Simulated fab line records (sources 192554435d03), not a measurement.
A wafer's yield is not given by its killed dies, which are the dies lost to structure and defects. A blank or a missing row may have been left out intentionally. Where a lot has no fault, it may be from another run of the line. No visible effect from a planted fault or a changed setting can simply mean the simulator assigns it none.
Lot-split experiment | flow n5Finfet | 7 lots, 21 wafers read, on a route of 1938 steps

## SPLIT DETAILS
At N5_BEOL_M15_ILD_DEP_00 (deposits SiO2 from TEOS/O2, target thk 1629.3 nm, time 346.1 s), the setting timeS was moved away from the recipe's 346.1 s on 8 of the 21 wafers read, by -10.1% to +12.1%. All remaining wafers had this setting at the recipe value.

There is no step in the file separating the split from the reading.

## THE READING
M15_ILD_THK in nanometres, read at N5_BEOL_M15_THK_MEAS_01. A value of 1614 nm with a standard deviation of 24 nm is what fault-free wafers of this fab line usually give.

wafer  | tool, chamber at the split | timeS as run, s | against the recipe | M15_ILD_THK, nm | against lot-mates on the recipe
L074.2 | pecvd-03, 0                | 346.1           | recipe             | 1606            | -
L074.3 | pecvd-03, 2                | 346.1           | recipe             | 1572            | -
L074.5 | pecvd-03, 0                | 346.1           | recipe             | 1626            | -
L076.3 | pecvd-03, 0                | 388.1           | +12.1%             | 1796            | +227
L076.4 | pecvd-03, 1                | 388.1           | +12.1%             | 1817            | +248
L076.6 | pecvd-03, 2                | 346.1           | recipe             | 1569            | -
L080.2 | pecvd-03, 2                | 311.1           | -10.1%             | 1385            | -235
L080.4 | pecvd-03, 0                | 311.1           | -10.1%             | 1447            | -173
L080.6 | pecvd-03, 1                | 346.1           | recipe             | 1620            | -
L082.1 | pecvd-04, 2                | 346.1           | recipe             | 1595            | -
L082.2 | pecvd-04, 0                | 346.1           | recipe             | 1613            | -
L082.5 | pecvd-04, 1                | 346.1           | recipe             | 1642            | -
L083.2 | pecvd-01, 2                | 346.1           | recipe             | 1612            | -
L083.4 | pecvd-01, 2                | 313.9           | -9.3%              | 1462            | -150
L083.6 | pecvd-01, 1                | 313.9           | -9.3%              | 1505            | -107
L089.3 | pecvd-01, 1                | 346.1           | recipe             | 1619            | -
L089.4 | pecvd-01, 0                | 346.1           | recipe             | 1647            | -
L089.5 | pecvd-01, 1                | 346.1           | recipe             | 1636            | -
L087.2 | pecvd-01, 0                | 386.7           | +11.7%             | 1799            | +176
L087.4 | pecvd-01, 2                | 386.7           | +11.7%             | 1835            | +212
L087.6 | pecvd-01, 1                | 346.1           | recipe             | 1623            | -

FIT RESULTS
A straight line over all 21 wafers: M15_ILD_THK changes by +16.8 nm for each +1% of timeS; r = +0.97; the points scatter about the line by 27 nm.
The same after taking each lot's own level away (the mean of its wafers on the recipe; 21 wafers): +17.7 nm for each +1%; r = +0.98; scatter 25 nm.
The reading moves by 2.2e+02 nm for the largest change in timeS, on that fit.
The span of the lots' own levels, 1569.0 to 1634.0 nm, comes to 2.7 times the standard deviation stated above.
Consequently the slope shifts little with the lot-to-lot level, the two slopes agreeing.
Check: with one of the wafers moved furthest among these (+12.1%) left out of the fit, the line predicts +215 nm for it against its lot-mates. Against them it came out at +227 nm.

## OTHER SPLITS ON THESE WAFERS
Other splits were also applied to these wafers ahead of the reading. Each is held against what the fit with the lots' levels taken away leaves over:
other split on the same wafers | wafers away from the commonest value | r with M15_ILD_THK (lot level and that fit taken away)
N5_BEOL_M14_ILD_DEP_00 timeS   | 9                                    | -0.09

## THE WHOLE CHAIN: every reading that the file lists as answering this split, in the file's order
step                    | what it does                                                   | reading                                                                            | change (the file's fit)              | r (the file's)
N5_BEOL_M15_ILD_DEP_00  | deposits SiO2 from TEOS/O2, target thk 1629.3 nm, time 346.1 s | SiO2_of_BEOL_M15_ILD_DEP_00.thkNm (the simulator's own value, which no gauge read) | +17.8 nm for each +1% of the setting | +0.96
N5_BEOL_M15_THK_MEAS_01 |                                                                | M15_ILD_THK                                                                        | +17.8 for each +1% of the setting    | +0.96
N5_BEOL_M15_VIA_ETCH_16 | etches SiO2 in C4F8/O2/Ar, target depth 1792.2 nm              | etch.depthNm (the simulator's own value, which no gauge read)                      | +17.8 nm for each +1% of the setting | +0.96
N5_BEOL_M15_VIA_ETCH_16 | etches SiO2 in C4F8/O2/Ar, target depth 1792.2 nm              | coat_of_BEOL_M15_COAT_04.thkNm (the simulator's own value, which no gauge read)    | -4.2 nm for each +1% of the setting  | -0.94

## THE FILE'S OWN FIT
M15_ILD_THK changes by +17.8 nm for each +1% of timeS, r = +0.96.
